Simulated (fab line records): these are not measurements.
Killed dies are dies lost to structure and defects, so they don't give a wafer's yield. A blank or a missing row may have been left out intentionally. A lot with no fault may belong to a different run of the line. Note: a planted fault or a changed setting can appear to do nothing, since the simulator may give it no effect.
fab line records | flow n5_finfet
record lots=7 | wafers=39
route steps=1938 shown FIN_SAQP@96 ILD0@342 MOL_CONTACT_COAG@608 BEOL_M6@1212 BEOL_M7@1329
start_h: the number of hours between the record's first day and the start of the first shown wafer of the lot | wait_h: hours from the lot's prior step to this one | " identical to the entry in the row above | L1.1+2: one row covering several wafers at once | - either no value or no given start | * or withheld: withheld | < > ~ a bound
route shown NAME@n: NAME is a module with steps in the file, n the number in the route of the first one | usual: mean/standard deviation taken from wafers without a fault | same: alike in all rows | chamber/n: place in a boat | sites: per-site readings | _std_site: their standard deviation | _edge_site: the outer-site mean with the inner-site mean subtracted | radius_mm: how far each site lies from the wafer's centre | mask NAME#n: copy n | behind: the tool/chamber that last shaped the wafer | hold: cause of the lot's hold/its duration in hours/its outcome | device: the transistor (n, p or np) that didn't switch | end of line: tests of these same wafers at the route's end | a step without rows: its recipe alone | killed: the dies lost at the first sort to structure and to defects; this is not the yield of the wafer | map: the dies of a wafer, with x for killed, . for not killed, _ for no die there
set.NAME: the run value of the setting; set.NAME@STEP: its run value at that earlier step | model.NAME: the simulator's own value behind a step, which no gauge read
one table per step and one row per wafer, for lots whose settings were changed on purpose
## steps
# step N5_FIN_SAQP_HM_DEP_03
# recipe material=SiNx | target_thk_a=380 | temp_c=400 | precursor=SiH4/NH3/N2 | pressure_torr=1.5 | rf_w=300 | time_s=33.6
lot.wafer | tool     | chamber | start_h | wait_h | set.target_thk_a | model.SiNx_of_FIN_SAQP_HM_DEP_03.thk_nm
L076.1    | pecvd-04 | 1       | 33.18   | 0.2    | 380              | 37.23
L076.2    | "        | 0       | "       | "      | 380              | 37.35
L076.3    | "        | 0       | "       | "      | 540.7            | 54.05
L076.4    | "        | 1       | "       | "      | 380              | 37.79
L076.5    | "        | 0       | "       | "      | 540.7            | 54.21
L076.6    | "        | 1       | "       | "      | 540.7            | 54.29
L079.1    | pecvd-04 | 0       | 50.57   | 0.2    | 380              | 38.22
L079.4    | "        | 2       | "       | "      | 380              | 38.69
L079.5    | "        | 1       | "       | "      | 380              | 38.2
L084.1    | pecvd-04 | 1       | 81.42   | 0.2    | 164              | 16.28
L084.2    | "        | 2       | "       | "      | 380              | 37.46
L084.3    | "        | 0       | "       | "      | 380              | 37.74
L084.4    | "        | 0       | "       | "      | 164              | 16.89
L084.5    | "        | 2       | "       | "      | 380              | 38.69
L084.6    | "        | 1       | "       | "      | 164              | 16.65
L085.1    | pecvd-02 | 2       | 87.90   | 0.2    | 261.3            | 25.64
L085.2    | "        | 1       | "       | "      | 261.3            | 26.12
L085.3    | "        | 0       | "       | "      | 380              | 36.74
L085.4    | "        | 0       | "       | "      | 261.3            | 25.91
L085.5    | "        | 1       | "       | "      | 380              | 37.96
L085.6    | "        | 2       | "       | "      | 380              | 37.81
L088.1    | pecvd-02 | 0       | 106.28  | 0.2    | 380              | 37.39
L088.2    | "        | 1       | "       | "      | 573.4            | 57.45
L088.3    | "        | 2       | "       | "      | 573.4            | 56.89
L088.4    | "        | 1       | "       | "      | 573.4            | 58.42
L088.5    | "        | 0       | "       | "      | 380              | 38
L088.6    | "        | 2       | "       | "      | 380              | 38.42
L092.1    | pecvd-02 | 1       | 131.93  | 0.3    | 380              | 37.63
L092.2    | "        | 2       | "       | "      | 380              | 37.22
L092.3    | "        | 0       | "       | "      | 380              | 37.12
L092.4    | "        | 2       | "       | "      | 380              | 37.85
L092.5    | "        | 1       | "       | "      | 380              | 38.73
L092.6    | "        | 0       | "       | "      | 380              | 37.16
L097.1    | pecvd-04 | 1       | 159.37  | 0.2    | 380              | 37.33
L097.2    | "        | 0       | "       | "      | 380              | 37.93
L097.3    | "        | 2       | "       | "      | 547.3            | 54.45
L097.4    | "        | 1       | "       | "      | 547.3            | 54.54
L097.5    | "        | 0       | "       | "      | 547.3            | 55.16
L097.6    | "        | 2       | "       | "      | 380              | 38.44
# step N5_FIN_SAQP_THK_MEAS_05
# usual thk_nm=37.9/0.49
lot.wafer | tool          | chamber | start_h | wait_h | set.target_thk_a@FIN_SAQP_HM_DEP_03 | thk_nm
L076.1    | film_metro-02 | -       | 33.29   | 0.1    | 380                                 | 37.2
L076.2    | "             | -       | "       | "      | 380                                 | 37.3
L076.3    | "             | -       | "       | "      | 540.7                               | 54.0
L076.4    | "             | -       | "       | "      | 380                                 | 37.8
L076.5    | "             | -       | "       | "      | 540.7                               | 54.2
L076.6    | "             | -       | "       | "      | 540.7                               | 54.3
L079.1    | film_metro-02 | -       | 50.66   | 0.1    | 380                                 | 38.2
L079.4    | "             | -       | "       | "      | 380                                 | 38.7
L079.5    | "             | -       | "       | "      | 380                                 | 38.1
L084.1    | film_metro-01 | -       | 81.51   | 0.1    | 164                                 | 16.3
L084.2    | "             | -       | "       | "      | 380                                 | 37.5
L084.3    | "             | -       | "       | "      | 380                                 | 37.8
L084.4    | "             | -       | "       | "      | 164                                 | 16.9
L084.5    | "             | -       | "       | "      | 380                                 | 38.7
L084.6    | "             | -       | "       | "      | 164                                 | 16.7
L085.1    | film_metro-02 | -       | 87.98   | 0.1    | 261.3                               | 25.7
L085.2    | "             | -       | "       | "      | 261.3                               | 26.1
L085.3    | "             | -       | "       | "      | 380                                 | 36.8
L085.4    | "             | -       | "       | "      | 261.3                               | 25.9
L085.5    | "             | -       | "       | "      | 380                                 | 37.9
L085.6    | "             | -       | "       | "      | 380                                 | 37.8
L088.1    | film_metro-01 | -       | 106.37  | 0.1    | 380                                 | 37.4
L088.2    | "             | -       | "       | "      | 573.4                               | 57.4
L088.3    | "             | -       | "       | "      | 573.4                               | 56.9
L088.4    | "             | -       | "       | "      | 573.4                               | 58.4
L088.5    | "             | -       | "       | "      | 380                                 | 38.0
L088.6    | "             | -       | "       | "      | 380                                 | 38.4
L092.1    | film_metro-02 | -       | 132.01  | 0.1    | 380                                 | 37.6
L092.2    | "             | -       | "       | "      | 380                                 | 37.2
L092.3    | "             | -       | "       | "      | 380                                 | 37.1
L092.4    | "             | -       | "       | "      | 380                                 | 37.9
L092.5    | "             | -       | "       | "      | 380                                 | 38.7
L092.6    | "             | -       | "       | "      | 380                                 | 37.2
L097.1    | film_metro-01 | -       | 159.46  | 0.1    | 380                                 | 37.4
L097.2    | "             | -       | "       | "      | 380                                 | 38.0
L097.3    | "             | -       | "       | "      | 547.3                               | 54.5
L097.4    | "             | -       | "       | "      | 547.3                               | 54.5
L097.5    | "             | -       | "       | "      | 547.3                               | 55.1
L097.6    | "             | -       | "       | "      | 380                                 | 38.4
# step N5_FIN_SAQP_PECVD_47
# recipe material=a-Si | target_thk_a=450 | temp_c=400 | precursor=SiH4/He | pressure_torr=3 | rf_w=100 | time_s=36.3
# step N5_FIN_SAQP_PECVD_48
# recipe material=SiNx | target_thk_a=250 | temp_c=400 | precursor=SiH4/NH3/N2 | pressure_torr=1.5 | rf_w=300 | time_s=22.1
# step N5_FIN_SAQP_MANDREL2_REMOVE_60
# recipe chemistry=HBr/Cl2/O2 | bt_time_s=10 | target=a-Si | stop_on=SiNx | endpoint=OES-SiCl | over_etch_frac=1 | icp_w=600 | bias_w=22 | HBr_flow_sccm=150 | Cl2_flow_sccm=80 | O2_flow_sccm=5 | pressure_mtorr=10
# step N5_FIN_SAQP_HM_OPEN_33
# recipe chemistry=CH3F/O2 | target=SiNx | mask_material=SiO2 | target_depth_a=494 | time_s=70.6 | pressure_mtorr=30 | source_w=395 | bias_w=73 | Ar_flow_sccm=150 | CH3F_flow_sccm=30 | O2_flow_sccm=20 | ion_energy_ev=120 | ends=cleared
# usual etch_rf_on_time_s=69.5/1.4
lot.wafer | tool        | chamber | start_h | wait_h | set.target_thk_a@FIN_SAQP_HM_DEP_03 | etch_rf_on_time_s | model.etch.depth_nm
L076.1    | rie_diel-02 | 2       | 38.76   | 0.0    | 380                                 | 68.9              | 36.47
L076.2    | "           | 0       | "       | "      | 380                                 | 68.6              | 36.65
L076.3    | "           | 3       | "       | "      | 540.7                               | 100.6             | 53.43
L076.4    | "           | 1       | "       | "      | 380                                 | 71.7              | 37.13
L076.5    | "           | 3       | "       | "      | 540.7                               | 100.7             | 53.58
L076.6    | "           | 0       | "       | "      | 540.7                               | 100.4             | 53.53
L079.1    | rie_diel-02 | 0       | 55.34   | 0.0    | 380                                 | 70.2              | 37.51
L079.4    | "           | 2       | "       | "      | 380                                 | 71.3              | 38.06
L079.5    | "           | 1       | "       | "      | 380                                 | 71.8              | 37.37
L084.1    | rie_diel-01 | 0       | 87.84   | 0.1    | 164                                 | 29.6              | 15.51
L084.2    | "           | 2       | "       | "      | 380                                 | 68.3              | 36.76
L084.3    | "           | 1       | "       | "      | 380                                 | 68.5              | 37.08
L084.4    | "           | 3       | "       | "      | 164                                 | 30.0              | 16.26
L084.5    | "           | 0       | "       | "      | 380                                 | 72.5              | 38.03
L084.6    | "           | 1       | "       | "      | 164                                 | 29.9              | 15.95
L085.1    | rie_diel-01 | 2       | 94.18   | 0.0    | 261.3                               | 46.2              | 24.88
L085.2    | "           | 0       | "       | "      | 261.3                               | 48.3              | 25.42
L085.3    | "           | 3       | "       | "      | 380                                 | 66.3              | 36.07
L085.4    | "           | 1       | "       | "      | 261.3                               | 46.6              | 25.28
L085.5    | "           | 3       | "       | "      | 380                                 | 68.6              | 37.34
L085.6    | "           | 0       | "       | "      | 380                                 | 70.6              | 37.14
L088.1    | rie_diel-01 | 3       | 114.06  | 0.1    | 380                                 | 67.8              | 36.64
L088.2    | "           | 0       | "       | "      | 573.4                               | 107.8             | 56.62
L088.3    | "           | 1       | "       | "      | 573.4                               | 104.9             | 56.26
L088.4    | "           | 2       | "       | "      | 573.4                               | 107.1             | 57.71
L088.5    | "           | 3       | "       | "      | 380                                 | 68.7              | 37.16
L088.6    | "           | 0       | "       | "      | 380                                 | 71.7              | 37.71
L092.1    | rie_diel-01 | 2       | 137.90  | 0.0    | 380                                 | 68.7              | 37.01
L092.2    | "           | 1       | "       | "      | 380                                 | 68.0              | 36.59
L092.3    | "           | 0       | "       | "      | 380                                 | 69.4              | 36.47
L092.4    | "           | 0       | "       | "      | 380                                 | 71.4              | 37.22
L092.5    | "           | 1       | "       | "      | 380                                 | 71.1              | 38.1
L092.6    | "           | 2       | "       | "      | 380                                 | 67.4              | 36.54
L097.1    | rie_diel-02 | 1       | 164.25  | 0.0    | 380                                 | 70.0              | 36.63
L097.2    | "           | 0       | "       | "      | 380                                 | 70.3              | 37.27
L097.3    | "           | 3       | "       | "      | 547.3                               | 100.9             | 53.69
L097.4    | "           | 2       | "       | "      | 547.3                               | 100.6             | 53.91
L097.5    | "           | 2       | "       | "      | 547.3                               | 101.8             | 54.46
L097.6    | "           | 3       | "       | "      | 380                                 | 70.7              | 37.77
# step N5_ILD0_PRECLEAN_10
# recipe chemistry=NF3:NH3 | afs_cycles=5 | time_s=20 | temp_c=30 | sublimation_temp_c=180 | sublimation_time_s=60 | pressure_torr=3 | rf_power_w=30
lot.wafer | tool             | chamber | start_h | wait_h | set.time_s | model.SiO2_flowable_of_ILD0_FCVD_FILL_01.thk_nm
L076.1    | remote_plasma-02 | 0       | 74.94   | 0.0    | 20         | 120
L076.2    | "                | 0       | "       | "      | 20         | 121
L076.3    | "                | 0       | "       | "      | 20         | 120.4
L076.4    | "                | 0       | "       | "      | 20         | 123.2
L076.5    | "                | 0       | "       | "      | 20         | 121.8
L076.6    | "                | 0       | "       | "      | 20         | 119.8
L079.1    | remote_plasma-02 | 1       | 90.89   | 0.0    | 20         | 119.6
L079.4    | "                | 1       | "       | "      | 20         | 120.4
L079.5    | "                | 1       | "       | "      | 20         | 119.8
L084.1    | remote_plasma-01 | 1       | 126.81  | 0.0    | 20         | 121.8
L084.2    | "                | 1       | "       | "      | 20         | 121.4
L084.3    | "                | 1       | "       | "      | 20         | 120.8
L084.4    | "                | 1       | "       | "      | 20         | 122.4
L084.5+6  | "                | 1       | "       | "      | 20         | 120.4
L085.1    | remote_plasma-01 | 0       | 130.13  | 0.0    | 20         | 122.2
L085.2    | "                | 0       | "       | "      | 11.13      | 127.8
L085.3    | "                | 0       | "       | "      | 20         | 120.4
L085.4+6  | "                | 0       | "       | "      | 11.13      | 127.2
L085.5    | "                | 0       | "       | "      | 20         | 119.6
L088.1    | remote_plasma-01 | 1       | 148.61  | 0.0    | 11.62      | 127.2
L088.2    | "                | 1       | "       | "      | 20         | 119.6
L088.3    | "                | 1       | "       | "      | 11.62      | 127
L088.4    | "                | 1       | "       | "      | 20         | 120.8
L088.5    | "                | 1       | "       | "      | 20         | 121.6
L088.6    | "                | 1       | "       | "      | 11.62      | 127.4
L092.1    | remote_plasma-02 | 0       | 176.76  | 0.0    | 15.25      | 123.8
L092.2    | "                | 0       | "       | "      | 20         | 119.2
L092.3    | "                | 0       | "       | "      | 20         | 121
L092.4    | "                | 0       | "       | "      | 15.25      | 125.2
L092.5    | "                | 0       | "       | "      | 15.25      | 123.6
L092.6    | "                | 0       | "       | "      | 20         | 122
L097.1    | remote_plasma-01 | 0       | 202.15  | 0.0    | 11.35      | 128.8
L097.2    | "                | 0       | "       | "      | 20         | 119.4
L097.3    | "                | 0       | "       | "      | 20         | 117.8
L097.4    | "                | 0       | "       | "      | 11.35      | 126
L097.5    | "                | 0       | "       | "      | 20         | 120.6
L097.6    | "                | 0       | "       | "      | 11.35      | 127.4
# step N5_MOL_CONTACT_COAG_ALD_133
# recipe material=SiO2 | target_thk_a=50 | temp_c=100 | ald_precursor_family=BDEAS | ald_co_reactant=O2-plasma | pulse_time_s=1 | co_reactant_pulse_time_s=1 | purge_time_s=2 | co_reactant_purge_time_s=2 | ald_cycles=35 | pressure_torr=2
lot.wafer        | tool       | chamber     | start_h | wait_h | set.ald_cycles | model.SiO2_of_MOL_CONTACT_COAG_ALD_133.thk_nm
L076.1+5+6       | ald_sin-04 | 1,1,2       | 112.33  | 0.7    | 35             | 5
L076.2+3+4       | "          | 0,3,2       | "       | "      | 46             | 6.6
L079.1+4+5       | ald_sin-03 | 2,0,2       | 128.48  | 0.5    | 35             | 5
L084.1+2+3+4+5+6 | ald_sin-04 | 0,2,1,3,1,2 | 168.08  | 0.1    | 35             | 5
L085.1+2+3+4+5+6 | ald_sin-01 | 3,2,0,1,2,3 | 171.62  | 1.1    | 35             | 5
L088.1+2         | ald_sin-01 | 0,2         | 190.75  | 0.5    | 51             | 7.2
L088.3+5+6       | "          | 1,0,3       | "       | "      | 35             | 5
L088.4           | "          | 3           | "       | "      | 51             | 7.4
L092.1+3+5       | ald_sin-04 | 3,1,2       | 213.10  | 0.1    | 35             | 5
L092.2           | "          | 2           | "       | "      | 16             | 2.2
L092.4+6         | "          | 0,1         | "       | "      | 16             | 2.4
L097.1+3+6       | ald_sin-01 | 2,1,2       | 244.94  | 0.1    | 25             | 3.6
L097.2+4+5       | "          | 3,0,1       | "       | "      | 35             | 5
# step N5_MOL_CONTACT_COAG_CVD_140
# recipe material=W | target_thk_a=665 | mode=selective_fill | temp_c=300 | time_s=215
lot.wafer | tool     | chamber | start_h | wait_h | set.target_thk_a | model.W_of_MOL_CONTACT_COAG_CVD_140.thk_nm
L076.1    | cvd_w-02 | 0       | 113.18  | 0.1    | 665              | 66.4
L076.2+4  | "        | 1       | "       | "      | 665              | 67.4
L076.3    | "        | 0       | "       | "      | 665              | 66.8
L076.5    | "        | 0       | "       | "      | 665              | 66
L076.6    | "        | 1       | "       | "      | 665              | 67.2
L079.1    | cvd_w-01 | 1       | 129.30  | 0.1    | 665              | 66.6
L079.4    | "        | 1       | "       | "      | 665              | 67
L079.5    | "        | 0       | "       | "      | 665              | 65.4
L084.1    | cvd_w-01 | 1       | 169.27  | 0.1    | 665              | 65.8
L084.2    | "        | 0       | "       | "      | 380.3            | 37.6
L084.3    | "        | 1       | "       | "      | 380.3            | 39
L084.4    | "        | 0       | "       | "      | 665              | 66.2
L084.5    | "        | 1       | "       | "      | 665              | 66.6
L084.6    | "        | 0       | "       | "      | 380.3            | 37.8
L085.1    | cvd_w-01 | 0       | 172.54  | 0.1    | 908.9            | 90.8
L085.2    | "        | 1       | "       | "      | 665              | 67
L085.3    | "        | 1       | "       | "      | 908.9            | 92.4
L085.4    | "        | 0       | "       | "      | 908.9            | 91.6
L085.5    | "        | 1       | "       | "      | 665              | 67.4
L085.6    | "        | 0       | "       | "      | 665              | 66.4
L088.1+3  | cvd_w-02 | 0       | 191.66  | 0.1    | 877.8            | 87.4
L088.2    | "        | 0       | "       | "      | 665              | 66.2
L088.4    | "        | 0       | "       | "      | 877.8            | 88
L088.5    | "        | 0       | "       | "      | 665              | 66
L088.6    | "        | 0       | "       | "      | 665              | 65.8
L092.1    | cvd_w-02 | 0       | 214.68  | 0.1    | 529.3            | 53.2
L092.2    | "        | 0       | "       | "      | 529.3            | 54.4
L092.3    | "        | 0       | "       | "      | 665              | 67
L092.4    | "        | 0       | "       | "      | 665              | 67.2
L092.5    | "        | 0       | "       | "      | 665              | 67.8
L092.6    | "        | 0       | "       | "      | 529.3            | 53.4
L097.1    | cvd_w-02 | 1       | 245.77  | 0.1    | 665              | 66.8
L097.2    | "        | 0       | "       | "      | 784.6            | 77.4
L097.3    | "        | 1       | "       | "      | 665              | 67.4
L097.4    | "        | 0       | "       | "      | 665              | 66.6
L097.5+6  | "        | 1,0     | "       | "      | 784.6            | 78.8
# step N5_MOL_CONTACT_COAG_PRECLEAN_127
# recipe chemistry=DIW | time_s=57.5 | temp_c=23
# step N5_MOL_CONTACT_COAG_SRD_128
# recipe dry_time_s=32 | dry=n2_spin | spin_rpm=1500
# step N5_MOL_CONTACT_COAG_CMP_52
# recipe stop_on=SiO2 | t_overpolish_s=1.5 | post_cmp_clean=w_dilute_nh4oh | down_force_psi=4 | platen_rpm=50.289 | pad_velocity_m_s=1.0006 | target_thk_nm=66.5
lot.wafer | tool   | chamber | start_h | wait_h | set.target_thk_a@MOL_CONTACT_COAG_CVD_140 | model.W_of_MOL_CONTACT_COAG_CVD_140.thk_nm
L076.4+2  | cmp-03 | 0,2     | 113.50  | 0.0    | 665                                       | 67.4
L076.1    | "      | 1       | "       | "      | 665                                       | 66.4
L076.3    | "      | 3       | "       | "      | 665                                       | 66.8
L076.5    | "      | 0       | "       | "      | 665                                       | 66
L076.6    | "      | 1       | "       | "      | 665                                       | 67.2
L079.4    | cmp-03 | 3       | 129.65  | 0.0    | 665                                       | 67
L079.1    | "      | 2       | "       | "      | 665                                       | 66.6
L079.5    | "      | 0       | "       | "      | 665                                       | 65.4
L084.2    | cmp-03 | 3       | 169.59  | 0.0    | 380.3                                     | 37.6
L084.4    | "      | 0       | "       | "      | 665                                       | 66.2
L084.3    | "      | 1       | "       | "      | 380.3                                     | 39
L084.1    | "      | 2       | "       | "      | 665                                       | 65.8
L084.5    | "      | 3       | "       | "      | 665                                       | 66.6
L084.6    | "      | 0       | "       | "      | 380.3                                     | 37.8
L085.2    | cmp-01 | 1       | 172.90  | 0.0    | 665                                       | 67
L085.4    | "      | 2       | "       | "      | 908.9                                     | 65.4
L085.3    | "      | 3       | "       | "      | 908.9                                     | 69.2
L085.1    | "      | 0       | "       | "      | 908.9                                     | 66.6
L085.6    | "      | 1       | "       | "      | 665                                       | 66.4
L085.5    | "      | 2       | "       | "      | 665                                       | 67.4
L088.2    | cmp-04 | 1       | 192.29  | 0.1    | 665                                       | 66.2
L088.1    | "      | 2       | "       | "      | 877.8                                     | 68
L088.4    | "      | 3       | "       | "      | 877.8                                     | 67.6
L088.3    | "      | 0       | "       | "      | 877.8                                     | 67.2
L088.6    | "      | 1       | "       | "      | 665                                       | 65.8
L088.5    | "      | 2       | "       | "      | 665                                       | 66
L092.2    | cmp-04 | 2       | 215.25  | 0.0    | 529.3                                     | 54.4
L092.3    | "      | 3       | "       | "      | 665                                       | 67
L092.1    | "      | 0       | "       | "      | 529.3                                     | 53.2
L092.4    | "      | 1       | "       | "      | 665                                       | 67.2
L092.6    | "      | 2       | "       | "      | 529.3                                     | 53.4
L092.5    | "      | 3       | "       | "      | 665                                       | 67.8
L097.2    | cmp-03 | 1       | 246.11  | 0.0    | 784.6                                     | 66.4
L097.4    | "      | 2       | "       | "      | 665                                       | 66.6
L097.3    | "      | 3       | "       | "      | 665                                       | 67.4
L097.1    | "      | 0       | "       | "      | 665                                       | 66.8
L097.6    | "      | 1       | "       | "      | 784.6                                     | 66.6
L097.5    | "      | 2       | "       | "      | 784.6                                     | 66
# step N5_BEOL_M6_ETCH_62
# recipe chemistry=N2/H2 | target=SOC | target_depth_a=1100 | overetch_a=220 | mask_material=SiARC | temp_c=40 | time_s=165 | ion_energy_ev=200 | pressure_mtorr=30 | source_w=840 | bias_w=150 | n2_flow_sccm=200 | h2_flow_sccm=200
lot.wafer  | tool        | chamber | start_h | wait_h | set.target_depth_a | model.SiARC_of_BEOL_M6_COAT_60.thk_nm
L076.1+5   | rie_diel-01 | 2       | 196.76  | 0.0    | 1100               | 28
L076.2+4+6 | "           | 1,3,1   | "       | "      | 877.7              | 29.4
L076.3     | "           | 0       | "       | "      | 1100               | 28.8
L079.1+5   | rie_diel-06 | 3       | 218.46  | 0.0    | 1100               | 28
L079.4     | "           | 0       | "       | "      | 1100               | 28.4
L084.1     | rie_diel-01 | 1       | 252.06  | 0.0    | 1100               | 28.2
L084.2+6   | "           | 0       | "       | "      | 1100               | 28.8
L084.3+4+5 | "           | 2,3,1   | "       | "      | 1328               | 27
L085.1+4   | rie_diel-01 | 1       | 254.98  | 0.0    | 1100               | 28.4
L085.2+5   | "           | 2       | "       | "      | 1302               | 27.2
L085.3     | "           | 0       | "       | "      | 1302               | 28
L085.6     | "           | 0       | "       | "      | 1100               | 29
L088.1+2+6 | rie_diel-01 | 3,2,3   | 297.56  | 0.0    | 1100               | 28.2
L088.3     | "           | 0       | "       | "      | 490.4              | 31.6
L088.4+5   | "           | 1,2     | "       | "      | 490.4              | 31.4
L092.1     | rie_diel-01 | 2       | 301.70  | 0.0    | 1100               | 27.8
L092.2     | "           | 0       | "       | "      | 1634               | 26
L092.3     | "           | 1       | "       | "      | 1634               | 25.6
L092.4     | "           | 3       | "       | "      | 1634               | 25.2
L092.5     | "           | 1       | "       | "      | 1100               | 28
L092.6     | "           | 0       | "       | "      | 1100               | 28.6
L097.1+4   | rie_diel-01 | 3,2     | 359.26  | 0.0    | 1100               | 28
L097.2     | "           | 1       | "       | "      | 1100               | 28.2
L097.3+6   | "           | 0       | "       | "      | 822.6              | 30
L097.5     | "           | 1       | "       | "      | 822.6              | 29.8
# step N5_BEOL_M6_STRIP_68
# recipe chemistry=N2/H2 | temp_c=40 | n2_flow_sccm=200 | h2_flow_sccm=200 | rf_frequency_hz=6e+07
# step N5_BEOL_M6_STRIP_67
# recipe chemistry=CF4 | resist=SiARC | power_w=300 | bias_power_w=75 | pressure_mtorr=50 | cf4_flow_sccm=150 | rf_frequency_hz=6e+07
# step N5_BEOL_M6_HM_OPEN_17
# recipe chemistry=Cl2/BCl3 | target_depth_a=200 | overetch_a=60 | target=TiN | mask_material=SOC | ion_energy_ev=150 | pressure_mtorr=10 | icp_w=1000 | bias_w=126 | Cl2_flow_sccm=53.25 | bcl3_flow_sccm=21.75 | Ar_flow_sccm=25
lot.wafer | tool         | chamber | start_h | wait_h | set.target_depth_a@BEOL_M6_ETCH_62 | model.etch.depth_nm
L076.1    | rie_metal-03 | 1       | 196.94  | 0.0    | 1100                               | 20
L076.2    | "            | 1       | "       | "      | 877.7                              | 19.91
L076.3    | "            | 1       | "       | "      | 1100                               | 19.82
L076.4    | "            | 1       | "       | "      | 877.7                              | 20.16
L076.5    | "            | 1       | "       | "      | 1100                               | 19.92
L076.6    | "            | 1       | "       | "      | 877.7                              | 19.98
L079.1    | rie_metal-01 | 1       | 218.64  | 0.0    | 1100                               | 20.11
L079.4    | "            | 1       | "       | "      | 1100                               | 20.18
L079.5    | "            | 1       | "       | "      | 1100                               | 20.08
L084.1    | rie_metal-02 | 1       | 252.25  | 0.0    | 1100                               | 19.65
L084.2    | "            | 0       | "       | "      | 1100                               | 19.85
L084.3    | "            | 1       | "       | "      | 1328                               | 17.04
L084.4    | "            | 0       | "       | "      | 1328                               | 16.97
L084.5    | "            | 0       | "       | "      | 1328                               | 17.05
L084.6    | "            | 1       | "       | "      | 1100                               | 19.82
L085.1    | rie_metal-03 | 0       | 255.17  | 0.0    | 1100                               | 20.41
L085.2    | "            | 1       | "       | "      | 1302                               | 17.6
L085.3    | "            | 0       | "       | "      | 1302                               | 17.83
L085.4    | "            | 1       | "       | "      | 1100                               | 20.1
L085.5    | "            | 0       | "       | "      | 1302                               | 17.72
L085.6    | "            | 1       | "       | "      | 1100                               | 20.14
L088.1    | rie_metal-02 | 1       | 297.74  | 0.0    | 1100                               | 19.76
L088.2    | "            | 0       | "       | "      | 1100                               | 19.5
L088.3    | "            | 0       | "       | "      | 490.4                              | 19.97
L088.4    | "            | 1       | "       | "      | 490.4                              | 19.47
L088.5    | "            | 1       | "       | "      | 490.4                              | 19.76
L088.6    | "            | 0       | "       | "      | 1100                               | 19.95
L092.1    | rie_metal-03 | 0       | 301.89  | 0.0    | 1100                               | 19.87
L092.2    | "            | 1       | "       | "      | 1634                               | 13.39
L092.3    | "            | 1       | "       | "      | 1634                               | 13.38
L092.4    | "            | 0       | "       | "      | 1634                               | 12.99
L092.5    | "            | 0       | "       | "      | 1100                               | 19.34
L092.6    | "            | 1       | "       | "      | 1100                               | 19.78
L097.1    | rie_metal-02 | 1       | 359.44  | 0.0    | 1100                               | 20.26
L097.2    | "            | 0       | "       | "      | 1100                               | 20.1
L097.3    | "            | 0       | "       | "      | 822.6                              | 20.2
L097.4    | "            | 1       | "       | "      | 1100                               | 19.75
L097.5    | "            | 1       | "       | "      | 822.6                              | 19.8
L097.6    | "            | 0       | "       | "      | 822.6                              | 20.18
# step N5_BEOL_M7_DEP_56
# recipe material=SiCN | target_thk_a=100 | temp_c=withheld | precursor=3MS/NH3 | pressure_torr=3 | rf_w=202 | time_s=17.5
lot.wafer    | tool     | chamber | start_h | wait_h | set.target_thk_a | model.SiCN_of_BEOL_M7_DEP_56.thk_nm
L076.1+2     | pecvd-01 | 0,1     | 209.55  | 0.0    | 100              | 9.8
L076.3+4+5+6 | "        | 0,1,0,1 | "       | "      | 100              | 10
L079.1+5     | pecvd-01 | 1,2     | 234.62  | 0.0    | 100              | 10
L079.4       | "        | 0       | "       | "      | 100              | 10.2
L084.1+2+3+4 | pecvd-01 | 2,1,0,2 | 269.67  | 0.0    | 100              | 9.8
L084.5       | "        | 0       | "       | "      | 100              | 10.2
L084.6       | "        | 1       | "       | "      | 100              | 10
L085.1+2+5+6 | pecvd-04 | 0,2,2,1 | 271.13  | 0.0    | 100              | 10.2
L085.3       | "        | 1       | "       | "      | 100              | 10
L085.4       | "        | 0       | "       | "      | 100              | 10.4
L088.1+2     | pecvd-04 | 2,1     | 310.67  | 0.0    | 48.95            | 5
L088.3       | "        | 0       | "       | "      | 100              | 10.2
L088.4+6     | "        | 1,2     | "       | "      | 100              | 10
L088.5       | "        | 0       | "       | "      | 48.95            | 5.2
L092.1       | pecvd-04 | 2       | 315.80  | 0.0    | 126              | 12.4
L092.2       | "        | 1       | "       | "      | 100              | 9.8
L092.3+6     | "        | 0       | "       | "      | 100              | 10.2
L092.4+5     | "        | 2,1     | "       | "      | 126              | 12.6
L097.1+2+3   | pecvd-01 | 1,2,0   | 371.90  | 0.0    | 100              | 9.8
L097.4       | "        | 0       | "       | "      | 49.11            | 5
L097.5+6     | "        | 1,2     | "       | "      | 49.11            | 4.8
## key
split step=N5_FIN_SAQP_HM_DEP_03 | setting=target_thk_a | stated=380 | by=wafer
response step=N5_FIN_SAQP_HM_DEP_03 | reading=model.SiNx_of_FIN_SAQP_HM_DEP_03.thk_nm | change=+0.382 | per=1% | r=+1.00
response step=N5_FIN_SAQP_THK_MEAS_05 | reading=thk_nm | change=* | per=1% | r=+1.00
response step=N5_FIN_SAQP_HM_OPEN_33 | reading=etch_rf_on_time_s | change=* | per=1% | r=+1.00
response step=N5_FIN_SAQP_HM_OPEN_33 | reading=model.etch.depth_nm | change=+0.383 | per=1% | r=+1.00
split step=N5_ILD0_PRECLEAN_10 | setting=time_s | stated=20 | by=wafer
response step=N5_ILD0_PRECLEAN_10 | reading=model.SiO2_flowable_of_ILD0_FCVD_FILL_01.thk_nm | change=-0.163 | per=1% | r=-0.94
split step=N5_MOL_CONTACT_COAG_ALD_133 | setting=ald_cycles | stated=35 | by=wafer
response step=N5_MOL_CONTACT_COAG_ALD_133 | reading=model.SiO2_of_MOL_CONTACT_COAG_ALD_133.thk_nm | change=+0.0495 | per=1% | r=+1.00
split step=N5_MOL_CONTACT_COAG_CVD_140 | setting=target_thk_a | stated=665 | by=wafer
response step=N5_MOL_CONTACT_COAG_CVD_140 | reading=model.W_of_MOL_CONTACT_COAG_CVD_140.thk_nm | change=+0.664 | per=1% | r=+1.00
response step=N5_MOL_CONTACT_COAG_CMP_52 | reading=model.W_of_MOL_CONTACT_COAG_CVD_140.thk_nm | shape=bent | at_lowest=38.13 | at_stated=66.68 | at_highest=67.07
split step=N5_BEOL_M6_ETCH_62 | setting=target_depth_a | stated=1100 | by=wafer
response step=N5_BEOL_M6_ETCH_62 | reading=model.SiARC_of_BEOL_M6_COAT_60.thk_nm | change=-0.0591 | per=1% | r=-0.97
response step=N5_BEOL_M6_HM_OPEN_17 | reading=model.etch.depth_nm | shape=bent | at_lowest=19.73 | at_stated=19.92 | at_highest=13.25
split step=N5_BEOL_M7_DEP_56 | setting=target_thk_a | stated=100 | by=wafer
response step=N5_BEOL_M7_DEP_56 | reading=model.SiCN_of_BEOL_M7_DEP_56.thk_nm | change=+0.0971 | per=1% | r=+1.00
